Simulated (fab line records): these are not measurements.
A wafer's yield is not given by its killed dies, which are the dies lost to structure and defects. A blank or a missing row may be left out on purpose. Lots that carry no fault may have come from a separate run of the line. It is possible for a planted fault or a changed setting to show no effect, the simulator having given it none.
8D (eight disciplines) problem report, filled in by code || flow nand harc || the parts of the form that need people (team, actions taken, sign-off) are left out

1. THE PROBLEM
Wafers without a fault read 90.0 nm, standard deviation 0.62; cd nm at NHARC_P_M0_CD_MEAS_09 reads a mean of 103.4 nm on 6 wafers belonging to 2 lots. Relative to the usual mean, that is a shift of +22 standard deviations.
The step: target cd 90 nm.
First seen on wafer L920.2, day 9 00:24, on cd sem-01. The record holds 36 wafers of 12 lots with a number at this step. Rule for "out", or "out of limits": more than 4 standard deviations from the usual mean. Any other wafer with a number is counted as sound.

2. WHAT IT IS, AND WHAT IT ISN'T
{"question": "which readings at this step", "is": "cd nm", "is not": "-"}
{"question": "which lots", "is": "L920, L922", "is not": "L907, L908, L911, L912, L913, L914, L919, L923, L928, L929"}
{"question": "which wafers of those lots", "is": "all that have a number", "is not": "-"}
{"question": "read on which gauges", "is": "cd sem-01, cd sem-03", "is not": "cd sem-02"}
{"question": "when", "is": "from day 9 00:24", "is not": "up to then (18 sound wafers); but 12 sound wafers of L919, L923, L928, L929 came after"}

3. WHAT RULES OUT EACH SUSPECT
Counting: a tool at any process step up to the reading remains a suspect when it ran all the lots that are out and ran no sound lot after the first of those.
- ruled out: the gauge at NHARC_P_M0_CD_MEAS_09. The wafers that are out were read on 2 gauges (cd sem-01, cd sem-03).
- litho track-04 at NHARC_P_M0_PEB_07 (peb time 65 s): kept. It processed each lot that is out, first L920 at day 9 00:19, and no sound lot thereafter; up to then, the last sound lot it processed was L911 at day 6 19:22. Its own readings are out on those wafers: heater power total W, plate temp C.
Left after counting: litho track-04 at NHARC_P_M0_PEB_07.

4. THE CAUSE (what the simulator had put in)
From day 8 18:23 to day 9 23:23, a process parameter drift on litho track-04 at NHARC_P_M0_PEB_07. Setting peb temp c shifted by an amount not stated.
After counting, this tool was the only one left.

5. THE CHAIN OF EFFECTS, in route order
Each row: a reading where the mean over the struck wafers with a number is more than 3 standard deviations away from the usual. Scope: only readings with a usual standard deviation given in the record; hours: median across lots of the time from each lot's start at the first step in this table that gives one to its start at this step; sigmas: change in usual standard deviations.
{"hours": 0, "step": "NHARC_P_M0_PEB_07", "reading": "heater power total W", "usual": "156.6 W", "on struck wafers": 165.5, "change": "+8.9", "sigmas": "+21"}
{"hours": 0, "step": "NHARC_P_M0_PEB_07", "reading": "plate temp C", "usual": "99.99 C", "on struck wafers": 104.12, "change": "+4.14", "sigmas": "+34"}
{"hours": 0, "step": "NHARC_P_M0_CD_MEAS_09", "reading": "cd nm", "usual": "90.0 nm", "on struck wafers": 103.4, "change": "+13.4", "sigmas": "+22"}
Here are the process steps it includes:
- NHARC_P_M0_PEB_07: peb time 65 s.
Later steps that measure or inspect, where all struck wafers having a row at the step show a number for every such reading and not one has moved that far: NHARC_P_M0_INSPECT_11, NHARC_END_SORT_01.

6. HOW IT WOULD HAVE BEEN CAUGHT EARLIER
In this record the first reading out of limits at a measuring or inspecting step was taken at day 9 00:24, 6 hours after the fault began at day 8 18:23.
At NHARC_P_M0_PEB_07, the tool's own readings (heater power total W, plate temp C) were out on each struck wafer the step has a row for, so an alarm limit on them would have fired on the first such wafer.
Lots out: 2; of these, L922 started NHARC_P_M0_PEB_07 on litho track-04 after day 9 00:24. Putting the tool on hold at that point would have spared it.
